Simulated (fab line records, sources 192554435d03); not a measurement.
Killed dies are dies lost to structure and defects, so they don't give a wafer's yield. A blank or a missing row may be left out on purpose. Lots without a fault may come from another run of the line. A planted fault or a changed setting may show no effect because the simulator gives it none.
fab line records | flow n5_finfet
record lots=8 wafers=24 last_day=17
route steps=1938 shown MOL_CONTACT_COAG@578 BEOL_M4@1111 PASSIVATION@1936
lots that met no fault: from a run of the same line without faults
start_h: hours from the record's first day to the start of the lot's first wafer shown | wait_h: hours since the lot's step before | " the same as in the row above | L1.1+2: a row that stands for several wafers | - no value, or no start given | * or withheld: withheld | < > ~ a bound
route shown NAME@n: a module of which the file shows steps, and the number in the route of the first | usual: mean/standard deviation of fault-free wafers | same: alike in all rows | chamber/n: place in a boat | sites: the reading at each site | _std_site: their standard deviation | _edge_site: outer sites' mean less inner sites' | radius_mm: how far each site lies from the wafer's centre | mask NAME#n: copy n | behind: the tool/chamber that last shaped the wafer | hold: why the lot was held/for how many hours/how that ended | device: the transistor (n, p or np) that didn't switch | end of line: the same wafers' tests at the end of the route | a step without rows: its recipe alone | killed: dies lost to structure and defects at the first sort, not the wafer's yield | map: a wafer's dies, x killed, . not, _ none there
set.NAME: the setting as run; set.NAME@STEP: as run at that earlier step | model.NAME: the simulator's own value behind a step, which no gauge read
steps of the route over a sample of lots; a table a step, a row a wafer
services: from which hour (start_h, from the record's first day; less than 0 if before it) a tool's chamber was out of use, for how many hours, and why
## steps
# step N5_MOL_CONTACT_COAG_ETCH_90
# recipe chemistry=CF4 target=SiARC target_depth_a=130 mask_material=CAR-EUV time_s=21.7 ion_energy_ev=80 pressure_mtorr=40 source_w=545 bias_w=36 Ar_flow_sccm=100 cf4_flow_sccm=100 ends=cleared
# usual drypump_motor_current_A=5.7/0.47 etch_rf_on_time_s=21.5/0.67 oes_product_au=0.67/0.075 rf_vpp_V=184.4/1.3 showerhead_plenum_p_Torr=2.18/0.092 throttle_valve_pct=15.65/0.23
# columns lot.wafer tool chamber start_h wait_h drypump_motor_current_A etch_rf_on_time_s oes_product_au rf_hours_counter_h rf_vpp_V showerhead_plenum_p_Torr throttle_valve_pct
L662.3 rie_diel-03 1 112.32 0.0 5.2 20.4 0.81 27 185.8 2.29 15.38
L662.4 " 2 " " 6.0 20.8 0.69 121 184.3 2.07 15.52
L662.6 " 1 " " 5.2 20.5 0.80 - 185.2 2.29 15.38
L668.2 rie_diel-01 3 138.13 0.0 5.6 22.0 0.63 171 184.7 2.22 15.62
L668.3 " 0 " " 6.5 21.3 0.73 53 183.2 2.19 15.36
L668.6 " 1 " " 5.8 21.9 0.62 - 182.2 2.05 15.58
L669.1 rie_diel-04 1 147.95 0.0 5.8 21.6 0.78 24 184.2 2.08 15.38
L669.2 " 3 " " 5.0 20.8 0.61 193 182.9 2.05 15.74
L669.6 " 2 " " 5.1 19.8 0.75 - 185.9 2.27 15.40
L671.2 rie_diel-03 2 160.14 0.0 6.0 20.8 0.68 139 181.4 2.06 15.57
L671.4 " 3 " " 5.6 22.0 0.59 - 185.1 2.23 16.17
L671.5 " 2 " " 6.0 20.7 0.68 - 183.8 2.06 15.58
L672.1 rie_diel-03 0 168.39 0.0 6.3 22.2 0.61 176 186.2 2.22 15.90
L672.3 " 3 " " 5.6 22.1 0.59 199 184.2 2.23 16.16
L672.5 " 2 " " 6.0 20.7 0.67 - 182.4 2.06 15.58
L673.1 rie_diel-04 0 173.56 0.0 5.6 21.8 0.73 39 185.8 2.28 15.66
L673.4 " 2 " " 5.1 20.1 0.73 63 185.6 2.27 15.40
L673.5 " 0 " " 5.6 22.1 0.73 - 184.8 2.28 15.65
L676.3 rie_diel-03 2 193.44 0.0 6.0 21.0 0.66 155 182.4 2.05 15.60
L676.4 " 3 " " 5.6 22.2 0.58 - 184.5 2.23 16.19
L676.6 " 2 " " 6.0 20.9 0.66 - 182.1 2.05 15.59
L683.2 rie_diel-03 3 231.60 0.0 5.6 22.3 0.57 229 184.5 2.22 16.21
L683.4 " 1 " " 5.2 20.3 0.74 77 184.7 2.27 15.48
L683.6 " 0 " " 6.3 22.4 0.59 - 185.0 2.21 15.95
# step N5_MOL_CONTACT_COAG_ETCHBACK_135
# recipe chemistry=CHF3 target=SiO2 target_depth_a=250 time_s=16.7 ion_energy_ev=200 pressure_mtorr=30 source_w=610 bias_w=170 Ar_flow_sccm=200 CHF3_flow_sccm=50
# usual drypump_motor_current_A=5.7/0.48 oes_product_au=0.79/0.089 rf_vpp_V=531/16 showerhead_plenum_p_Torr=2.41/0.1 throttle_valve_pct=18.76/0.2
# columns lot.wafer tool chamber start_h wait_h drypump_motor_current_A oes_product_au rf_hours_counter_h rf_vpp_V showerhead_plenum_p_Torr throttle_valve_pct
L662.3 rie_diel-01 2 112.71 0.0 5.1 0.69 242 513 2.25 19.09
L662.4 " 3 " " 5.7 0.77 161 562 2.47 18.72
L662.6 " 3 " " 5.7 0.76 - 561 2.47 18.67
L668.2 rie_diel-04 1 138.84 0.0 5.8 0.91 19 506 2.34 18.63
L668.3 " 0 " " 5.5 0.89 26 523 2.54 18.74
L668.6 " 2 " " 5.1 0.86 - 538 2.53 18.56
L669.1 rie_diel-01 3 148.74 0.0 5.7 0.75 177 560 2.46 18.73
L669.2 " 1 " " 5.7 0.71 187 517 2.27 18.63
L669.6 " 0 " " 6.5 0.84 - 525 2.44 18.61
L671.2 rie_diel-04 0 160.91 0.0 5.5 0.88 34 524 2.54 18.77
L671.4 " 1 " " 5.8 0.91 28 505 2.34 18.65
L671.5 " 0 " " 5.5 0.88 - 523 2.54 18.77
L672.1 rie_diel-04 0 169.31 0.0 5.6 0.88 37 524 2.54 18.76
L672.3 " 1 " " 5.8 0.89 31 503 2.34 18.66
L672.5 " 1 " " 5.8 0.90 - 502 2.34 18.66
L673.1 rie_diel-01 2 173.97 0.0 5.0 0.96 9 523 2.53 18.70
L673.4 " 1 " " 5.8 0.71 195 517 2.27 18.66
L673.5 " 2 " " 5.1 0.98 - 524 2.53 18.72
L676.3 rie_diel-03 2 193.91 0.0 6.0 0.77 155 526 2.28 18.70
L676.4 " 2 " " 6.0 0.77 - 529 2.28 18.72
L676.6 " 0 " " 6.3 0.70 - 529 2.46 19.02
L683.2 rie_diel-03 2 232.02 0.0 6.0 0.77 177 528 2.27 18.74
L683.4 " 3 " " 5.6 0.67 229 549 2.45 19.22
L683.6 " 1 " " 5.2 0.88 - 542 2.51 18.51
# step N5_MOL_CONTACT_COAG_ETCH_47
# recipe chemistry=CH3F/O2 target=SiNx target_depth_a=270 mask_material=SiO2 stop_on=W over_etch_frac=0.2 ion_energy_ev=120 endpoint=OES-CN pressure_mtorr=30 source_w=395 bias_w=73 Ar_flow_sccm=150 CH3F_flow_sccm=30 O2_flow_sccm=20 ends=end_point
# usual drypump_motor_current_A=5.7/0.48 etch_rf_on_time_s=31.0/0.89 oes_product_au=0.70/0.079 rf_vpp_V=301/8.9 showerhead_plenum_p_Torr=2.03/0.087 throttle_valve_pct=16.39/0.21
# columns lot.wafer tool chamber start_h wait_h drypump_motor_current_A etch_rf_on_time_s oes_product_au rf_hours_counter_h rf_vpp_V showerhead_plenum_p_Torr throttle_valve_pct
L662.3 rie_diel-01 2 112.85 0.0 5.1 32.4 0.61 242 292 1.89 16.74
L662.4 " 3 " " 5.7 30.9 0.68 161 317 2.08 16.32
L662.6 " 3 " " 5.7 30.7 0.68 - 318 2.08 16.34
L668.2 rie_diel-04 1 138.98 0.0 5.8 30.9 0.83 19 286 1.96 16.19
L668.3 " 0 " " 5.5 30.5 0.80 26 296 2.15 16.37
L668.6 " 2 " " 5.1 29.2 0.76 - 306 2.13 16.15
L669.1 rie_diel-01 3 148.88 0.0 5.7 31.2 0.67 177 317 2.07 16.37
L669.2 " 1 " " 5.7 31.8 0.64 187 296 1.91 16.33
L669.6 " 0 " " 6.5 31.0 0.75 - 299 2.05 16.17
L671.2 rie_diel-04 0 161.05 0.0 5.5 30.4 0.78 34 298 2.14 16.41
L671.4 " 1 " " 5.9 31.2 0.81 28 286 1.96 16.22
L671.5 " 0 " " 5.5 30.5 0.79 - 298 2.14 16.39
L672.1 rie_diel-04 0 169.45 0.0 5.5 31.1 0.78 37 297 2.14 16.39
L672.3 " 1 " " 5.8 31.3 0.81 31 286 1.96 16.22
L672.5 " 1 " " 5.9 31.6 0.80 - 287 1.96 16.22
L673.1 rie_diel-01 2 174.11 0.0 5.0 31.0 0.87 9 297 2.14 16.32
L673.4 " 1 " " 5.7 31.7 0.64 195 294 1.91 16.35
L673.5 " 2 " " 5.0 31.1 0.86 - 297 2.14 16.31
L676.3 rie_diel-03 2 194.05 0.0 6.0 30.6 0.69 155 298 1.92 16.35
L676.4 " 2 " " 6.0 30.7 0.69 - 299 1.92 16.35
L676.6 " 0 " " 6.3 32.5 0.63 - 299 2.07 16.65
L683.2 rie_diel-03 2 232.16 0.0 6.0 29.9 0.68 177 300 1.91 16.39
L683.4 " 3 " " 5.6 31.5 0.60 229 310 2.05 16.85
L683.6 " 1 " " 5.2 29.0 0.78 - 307 2.12 16.12
# step N5_MOL_CONTACT_COAG_EXPOSE_37
# recipe mask_id=VD na=0.33 source_shape=annular sigma_inner=0.3 sigma_outer=0.7 polarization=unpolarized defocus_nm=0 dose_mj=62
# usual exposure_dose_mJ_cm2=61.83/0.074
# columns lot.wafer tool chamber start_h wait_h mask exposure_dose_mJ_cm2
L662.3 euv_scanner-02 0 113.44 - VD#0 61.91
L662.4 " 0 " " VD#0 61.91
L662.6 " 0 " " VD#0 61.93
L668.2 euv_scanner-01 0 139.51 - VD#0 61.82
L668.3 " 0 " " VD#0 61.84
L668.6 " 0 " " VD#0 61.82
L669.1 euv_scanner-01 0 149.28 - VD#0 61.90
L669.2 " 0 " " VD#0 61.98
L669.6 " 0 " " VD#0 61.95
L671.2 euv_scanner-02 0 161.59 - VD#0 61.91
L671.4 " 0 " " VD#0 61.88
L671.5 " 0 " " VD#0 61.80
L672.1 euv_scanner-02 0 169.86 - VD#0 61.88
L672.3 " 0 " " VD#0 61.87
L672.5 " 0 " " VD#0 61.73
L673.1 euv_scanner-01 0 174.64 - VD#0 61.77
L673.4 " 0 " " VD#0 61.69
L673.5 " 0 " " VD#0 61.74
L676.3 euv_scanner-02 0 194.47 - VD#0 61.82
L676.4 " 0 " " VD#0 61.79
L676.6 " 0 " " VD#0 61.85
L683.2 euv_scanner-01 0 232.57 - VD#0 68.31
L683.4 " 0 " " VD#0 68.14
L683.6 " 0 " " VD#0 68.10
# step N5_MOL_CONTACT_COAG_CD_MEAS_40
# recipe target_cd_nm=25.1 landing_energy_ev=500 detector=se_inlens polarity=opening
# usual cd_nm=25.08/0.25
# columns lot.wafer tool chamber start_h wait_h cd_nm
L662.3 cd_sem-01 0 113.57 - 24.86
L662.4 " 0 " " 25.39
L662.6 " 0 " " 25.17
L668.2 cd_sem-03 0 139.65 - 24.64
L668.3 " 0 " " 24.83
L668.6 " 0 " " 24.39
L669.1 cd_sem-02 0 149.43 - 24.89
L669.2 " 0 " " 25.11
L669.6 " 0 " " 25.11
L671.2 cd_sem-03 0 161.72 - 25.35
L671.4 " 0 " " 24.85
L671.5 " 0 " " 25.28
L672.1 cd_sem-02 0 170.00 - 25.42
L672.3 " 0 " " 25.54
L672.5 " 0 " " 25.18
L673.1 cd_sem-02 0 174.79 - 25.06
L673.4 " 0 " " 24.88
L673.5 " 0 " " 25.17
L676.3 cd_sem-03 0 194.60 - 25.32
L676.4 " 0 " " 25.30
L676.6 " 0 " " 25.58
L683.2 cd_sem-01 0 232.70 - 19.83
L683.4 " 0 " " 17.58
L683.6 " 0 " " 11.04
# step N5_MOL_CONTACT_COAG_CD_MEAS_101
# recipe target_cd_nm=16
# usual cd_nm=16.0/0.38
# columns lot.wafer tool chamber start_h wait_h cd_nm
L662.3 cd_sem-03 - 114.61 0.0 15.2
L662.4 " - " " 15.9
L662.6 " - " " 15.3
L668.2 cd_sem-01 - 141.38 0.0 15.9
L668.3 " - " " 15.6
L668.6 " - " " 16.0
L669.1 cd_sem-02 - 150.37 0.0 15.7
L669.2 " - " " 15.7
L669.6 " - " " 16.0
L671.2 cd_sem-03 - 162.88 0.0 16.4
L671.4 " - " " 16.2
L671.5 " - " " 16.1
L672.1 cd_sem-01 - 171.06 0.0 16.4
L672.3 " - " " 15.4
L672.5 " - " " 15.6
L673.1 cd_sem-02 - 175.73 0.0 16.6
L673.4 " - " " 16.5
L673.5 " - " " 15.9
L676.3 cd_sem-02 - 196.69 0.0 16.5
L676.4 " - " " 15.9
L676.6 " - " " 16.0
L683.2 cd_sem-02 - 233.81 0.0 11.0
L683.4 " - " " 7.7
L683.6 " - " " 1.9
# step N5_BEOL_M4_RC_MEAS_101
# usual DIBL_N=36.7/2.4 DIBL_P=37.4/2.9 IOFF_N=0.18/0.05 IOFF_P=0.23/0.058 ION_N=683/16 ION_P=467/11 SS_N=71.7/0.77 SS_P=73.5/0.87 VT_N=249/4.3 VT_P=-250/4.4
# columns lot.wafer tool chamber start_h wait_h DIBL_N[mV/V] DIBL_P[mV/V] IOFF_N[nA/um] IOFF_P[nA/um] ION_N[uA/um] ION_P[uA/um] SS_N[mV/dec] SS_P[mV/dec] VT_N[mV] VT_P[mV]
L662.3 prober-02 0 176.21 0.3 35.9 34.4 0.14 0.17 669 455 71.1 72.3 254 -253
L662.4 " 0 " " 35.8 36.3 0.16 0.21 697 481 71.3 73.1 247 -251
L662.6 " 0 " " 38.7 38.9 0.21 0.25 704 479 71.7 74.3 247 -248
L668.2 prober-02 0 202.94 0.2 32.5 34.2 0.14 0.19 686 485 69.9 72.6 249 -249
L668.3 " 0 " " 34.6 35.3 0.14 0.19 671 463 71.3 73.1 252 -250
L668.6 " 0 " " 34.8 36.9 0.16 0.23 694 486 70.7 73.0 247 -247
L669.1 prober-01 0 209.16 0.0 39.1 37.9 0.23 0.31 676 473 73.1 73.8 245 -244
L669.2 " 0 " " 35.8 35.5 0.16 0.25 682 475 71.4 73.0 250 -248
L669.6 " 0 " " 39.2 39.8 0.24 0.35 699 477 71.8 74.4 244 -241
L671.2 prober-01 0 224.37 0.2 41.1 42.0 0.25 0.24 699 458 73.2 74.5 246 -251
L671.4 " 0 " " 33.5 33.5 0.11 0.13 681 466 70.7 72.6 253 -259
L671.5 " 0 " " 36.9 37.0 0.16 0.17 680 450 72.0 73.5 250 -256
L672.1 prober-01 0 227.73 0.0 37.4 38.8 0.19 0.24 682 463 72.1 73.5 248 -250
L672.3 " 0 " " 36.5 35.5 0.15 0.18 667 448 71.5 71.9 251 -253
L672.5 " 0 " " 38.0 38.7 0.19 0.24 697 475 72.1 73.1 245 -249
L673.1 prober-02 0 235.22 0.0 34.1 33.5 0.12 0.18 677 468 69.9 72.7 252 -252
L673.4 " 0 " " 34.8 34.8 0.13 0.19 684 477 71.2 73.0 252 -249
L673.5 " 0 " " 35.5 36.5 0.16 0.23 711 484 70.5 73.3 246 -246
L676.3 prober-01 0 251.78 0.3 35.1 35.5 0.17 0.21 667 459 71.8 73.4 250 -249
L676.4 " 0 " " 35.5 35.2 0.16 0.20 662 451 71.6 72.3 251 -251
L676.6 " 0 " " 36.0 37.2 0.18 0.22 672 461 72.4 73.4 250 -250
# step N5_PASSIVATION_PROBE_49
# usual defect_limited_yield=91.4/1.6 killed_at_M0_to_M3=31/11 killed_at_M4_up=14/5.7 killed_at_contacts=12/6 killed_at_front_end=41/13 killed_at_other=3.3/2.8 killed_dies=101/19 killed_on_rim=13/3.9 killed_open=67/14 killed_short=33/8.2 sort_bin_5_function=5.0/1.1 sort_bin_6_memory=3.3/0.74 sort_n_pass=1078/20 sort_yield_pct=91.3/1.7
# same gross_dies=1180 killed_at_back_side=0 sort_bin_4_leakage[%]=0 sort_bin_8_speed[%]=0
# columns lot.wafer tool chamber start_h wait_h defect_limited_yield[%] killed_at_M0_to_M3 killed_at_M4_up killed_at_contacts killed_at_front_end killed_at_other killed_dies killed_on_rim killed_open killed_short sort_bin_5_function[%] sort_bin_6_memory[%] sort_n_pass sort_yield_pct[%]
L671.2 prober-01 - 324.61 0.1 91.2 38 14 7 44 1 104 12 61 42 4.4 3.7 1076 91.2
L671.4 prober-01 - 324.71 0.2 87.9 47 4 14 74 4 143 18 87 53 6.2 5.1 1037 87.9
L671.5 prober-01 - 324.76 0.2 87.1 43 23 8 77 1 152 12 100 43 7.3 4.8 1028 87.1
L683.2 prober-02 - 405.22 0.1 0 25 6 1114 33 2 1180 152 53 30 4.5 3.1 0 0
L683.4 prober-02 - 405.32 0.2 0 28 9 1091 50 2 1180 152 93 25 8.8 3.6 0 0
L683.6 prober-02 - 405.42 0.3 0 31 10 1104 35 0 1180 152 64 29 32.6 3.3 0 0
# killed by level:class
L671.2 FIN_SAQP:geometric_particle:short=14 BEOL_M2:geometric_particle:open=13 FIN_SAQP:geometric_particle:open=7 BEOL_M0_SAQP:geometric_particle:short=7 STI_FIN_REVEAL:geometric_particle:open=6 BEOL_M0_SAQP:geometric_particle:open=6 BEOL_M1:geometric_particle:open=6 MOL_CONTACT_COAG:geometric_particle:open=5
L671.4 FIN_SAQP:geometric_particle:short=28 FIN_SAQP:geometric_particle:open=15 BEOL_M0_SAQP:geometric_particle:open=12 MOL_CONTACT_COAG:geometric_particle:open=11 STI_FIN_REVEAL:geometric_particle:open=10 BEOL_M1:geometric_particle:open=8 BEOL_M0_SAQP:geometric_particle:short=7 BEOL_M0:geometric_particle:open=6
L671.5 STI_FIN_REVEAL:geometric_particle:open=23 FIN_SAQP:geometric_particle:short=14 BEOL_M3:geometric_particle:open=13 BEOL_M0_SAQP:geometric_particle:open=12 BEOL_M5:geometric_particle:open=9 BEOL_M4:geometric_particle:open=7 MOL_CONTACT_COAG:geometric_particle:open=6 HKMG_FIN:area_etch=6
L683.2 MOL_CONTACT_COAG:area_expose=1094 MOL_CONTACT_COAG:geometric_particle:open=14 FIN_SAQP:geometric_particle:open=11 BEOL_M3:geometric_particle:open=9 MOL_CONTACT_COAG:geometric_particle:short=6 GATE_CUT:geometric_particle:short=5 BEOL_M0_SAQP:geometric_particle:open=4 STI_FIN_REVEAL:geometric_particle:open=3
L683.4 MOL_CONTACT_COAG:area_expose=1061 MOL_CONTACT_COAG:geometric_particle:open=26 STI_FIN_REVEAL:geometric_particle:open=19 BEOL_M0_SAQP:geometric_particle:open=9 FIN_SAQP:geometric_particle:open=8 BEOL_M3:geometric_particle:open=6 STARTING-WAFER:geometric_particle:open=5 MOL_CONTACT_COAG:geometric_particle:short=4
L683.6 MOL_CONTACT_COAG:area_expose=1086 MOL_CONTACT_COAG:geometric_particle:open=14 STI_FIN_REVEAL:geometric_particle:open=9 BEOL_M0_SAQP:geometric_particle:short=9 BEOL_M0_SAQP:geometric_particle:open=9 BEOL_M2:geometric_particle:open=6 STI_FIN_REVEAL:geometric_particle:short=5 DUMMY_GATE:geometric_particle:open=4
## services
# columns tool chamber start_h hours kind
euv_scanner-02 - 112.27 1.0 pm
euv_scanner-02 - 116.66 2.5 repair
rie_diel-01 1 119.12 7.1 repair
euv_scanner-02 - 119.16 4.6 pm
euv_scanner-01 - 123.80 1.0 pm
rie_diel-01 2 133.21 - clean
rie_diel-01 2 133.21 - consumable_replace:focus_ring
rie_diel-01 2 133.21 - consumable_replace:showerhead
rie_diel-01 2 133.21 16.2 scheduled_down
rie_diel-01 2 133.21 16.2 vent_cycle
euv_scanner-02 - 150.66 0.3 repair
euv_scanner-02 - 154.38 1.0 pm
rie_diel-03 0 159.33 1.3 repair
euv_scanner-01 - 170.35 0.8 repair
euv_scanner-01 - 173.14 1.0 pm
rie_diel-04 - 180.48 69.8 repair
euv_scanner-02 0 183.72 - calibration
rie_diel-03 1 185.26 8.8 repair
rie_diel-03 3 194.43 6.1 repair
euv_scanner-02 - 202.43 0.7 repair
euv_scanner-02 - 210.53 1.0 pm
euv_scanner-01 0 212.90 - calibration
euv_scanner-01 - 217.40 0.2 repair
euv_scanner-01 - 229.29 1.0 pm
## key
first_sign step=N5_MOL_CONTACT_COAG_EXPOSE_37 reading=exposure_dose_mJ_cm2 direction=up sigmas=86 usual=61.83 struck=68.19
effect step=N5_MOL_CONTACT_COAG_CD_MEAS_40 reading=cd_nm direction=down sigmas=35 usual=25.08 struck=16.15 through=control_loop
effect step=N5_MOL_CONTACT_COAG_CD_MEAS_101 reading=cd_nm direction=down sigmas=24 usual=16.0 struck=6.9 through=control_loop
effect step=N5_PASSIVATION_PROBE_49 reading=killed_at_contacts direction=up sigmas=99+ usual=12 struck=1103
more_kills_born_at N5_MOL_CONTACT_COAG_EXPOSE_37@euv_scanner-01=3241
met_at N5_MOL_CONTACT_COAG_EXPOSE_37
struck_lots L683
later_rows_left_out L683.2,L683.4,L683.6
loop_trim step=N5_MOL_CONTACT_COAG_EXPOSE_37 setting=dose lots=L683
not_acting_at N5_MOL_CONTACT_COAG_ETCH_90,N5_MOL_CONTACT_COAG_ETCHBACK_135,N5_MOL_CONTACT_COAG_ETCH_47
onset_between 174.64 232.57
fault kind=process_parameter_drift tool=euv_scanner-01 chamber=- onset_h=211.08 steps=N5_MOL_CONTACT_COAG_EXPOSE_37 channel=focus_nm offset=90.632 spread_by_wafer=0.3 shape=step end_h=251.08
# later_rows_left_out: the simulator's readings of these wafers behind a module that went badly wrong aren't trusted and aren't shown, but for the sort
# loop_trim: a control loop set the setting to another value than it would have without faults
